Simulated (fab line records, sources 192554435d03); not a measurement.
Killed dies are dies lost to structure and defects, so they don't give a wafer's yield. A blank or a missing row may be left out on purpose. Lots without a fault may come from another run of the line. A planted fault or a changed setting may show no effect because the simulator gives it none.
Split-lot experiment | flow n5_finfet | 7 lots, 21 wafers read, on a route of 1938 steps

THE SPLIT
At N5_BEOL_M4_TRENCH_ETCH_37 (etches SiOC in C4F6/O2, target depth 55.555 nm, time 29.2 s), the setting time_s was moved away from the recipe's 29.2 s on 4 of the 21 wafers read, by -21.9% to +13.8%. The other wafers ran this setting at the recipe's value.

FROM THE SPLIT TO THE READING: what the file shows between them, 2 steps
- N5_BEOL_M4_ETCH_41: etches SiCN in CH3F/O2, target depth 29.9 nm, time 52.5 s
- N5_BEOL_M4_STRIP_97: strips in N2/H2, time 10 s

THE READING
trench_depth_nm, in nm, at N5_BEOL_M4_OCD_MEAS_38. Fault-free wafers of this fab line usually give 55.0 nm, standard deviation 1.3 nm.

wafer  | tool, chamber at the split | time_s as run, s | against the recipe | trench_depth_nm, nm | against lot-mates on the recipe
L074.2 | rie_diel-06, 3             | 29.2             | recipe             | 55.1                | -
L074.4 | rie_diel-06, 2             | 22.8             | -21.9%             | 45.3                | -9.6
L074.5 | rie_diel-06, 0             | 29.2             | recipe             | 54.7                | -
L075.3 | rie_diel-02, 2             | 24.2             | -17.1%             | 45.6                | -9.0
L075.4 | rie_diel-02, 0             | 29.2             | recipe             | 54.5                | -
L075.5 | rie_diel-02, 1             | 29.2             | recipe             | 54.8                | -
L080.2 | rie_diel-06, 3             | 33.22            | +13.8%             | 62.0                | +5.3
L080.3 | rie_diel-06, 1             | 29.2             | recipe             | 56.7                | -
L080.4 | rie_diel-06, 2             | 33.22            | +13.8%             | 65.3                | +8.6
L084.1 | rie_diel-06, 1             | 29.2             | recipe             | 55.9                | -
L084.3 | rie_diel-06, 2             | 29.2             | recipe             | 56.7                | -
L084.5 | rie_diel-06, 3             | 29.2             | recipe             | 54.4                | -
L086.2 | rie_diel-06, 0             | 29.2             | recipe             | 53.9                | -
L086.4 | rie_diel-06, 2             | 29.2             | recipe             | 57.1                | -
L086.6 | rie_diel-06, 3             | 29.2             | recipe             | 55.8                | -
L091.1 | rie_diel-02, 3             | 29.2             | recipe             | 56.1                | -
L091.4 | rie_diel-02, 2             | 29.2             | recipe             | 55.7                | -
L091.6 | rie_diel-02, 1             | 29.2             | recipe             | 55.2                | -
L097.3 | rie_diel-05, 0             | 29.2             | recipe             | 54.6                | -
L097.4 | rie_diel-05, 2             | 29.2             | recipe             | 53.1                | -
L097.6 | rie_diel-05, 0             | 29.2             | recipe             | 55.4                | -

THE FIT
A straight line over all 21 wafers: trench_depth_nm changes by +0.535 nm for each +1% of time_s; r = +0.96; the points scatter about the line by 1.2 nm.
The same after taking each lot's own level away (the mean of its wafers on the recipe; 21 wafers): +0.483 nm for each +1%; r = +0.97; scatter 0.98 nm.
On that fit, the largest move of time_s shifts the reading by 11 nm.
The lots' own levels span 54.37 to 56.70 nm, that is 1.8 times the standard deviation above.
So the lot-to-lot level changes the slope: the two fits differ.
Check: with one of the wafers moved furthest among these (-21.9%) left out of the fit, the line predicts -11.3 nm for it against its lot-mates. It came out at -9.6 nm against them.

OTHER SPLITS ON THESE WAFERS
These wafers also went through other splits before the reading. Each is held against what the fit with the lots' levels taken away leaves over:
other split on the same wafers    | wafers away from the commonest value | r with trench_depth_nm (lot level and that fit taken away)
N5_BEOL_M2_TRENCH_ETCH_37 time_s  | 9                                    | +0.40
N5_BEOL_M3_COAT_62 spin_rpm       | 6                                    | -0.13
N5_BEOL_M3_COAT_73 temp_c         | 6                                    | -0.14
N5_BEOL_M3_ETCH_70 time_s         | 10                                   | -0.13
N5_BEOL_M3_ETCH_41 target_depth_a | 7                                    | -0.16

THE WHOLE CHAIN: every reading that the file lists as answering this split, in the file's order
step                      | what it does                                                | reading                                                                   | change (the file's fit)               | r (the file's)
N5_BEOL_M4_TRENCH_ETCH_37 | etches SiOC in C4F6/O2, target depth 55.555 nm, time 29.2 s | etch.depth_nm (the simulator's own value, which no gauge read)            | +0.476 nm for each +1% of the setting | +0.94
N5_BEOL_M4_TRENCH_ETCH_37 | etches SiOC in C4F6/O2, target depth 55.555 nm, time 29.2 s | BEOL_M4.feature_depth_nm (the simulator's own value, which no gauge read) | +0.474 nm for each +1% of the setting | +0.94
N5_BEOL_M4_OCD_MEAS_38    |                                                             | trench_depth_nm                                                           | +0.479 nm for each +1% of the setting | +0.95

THE FILE'S OWN FIT
trench_depth_nm changes by +0.479 nm for each +1% of time_s, r = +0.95.
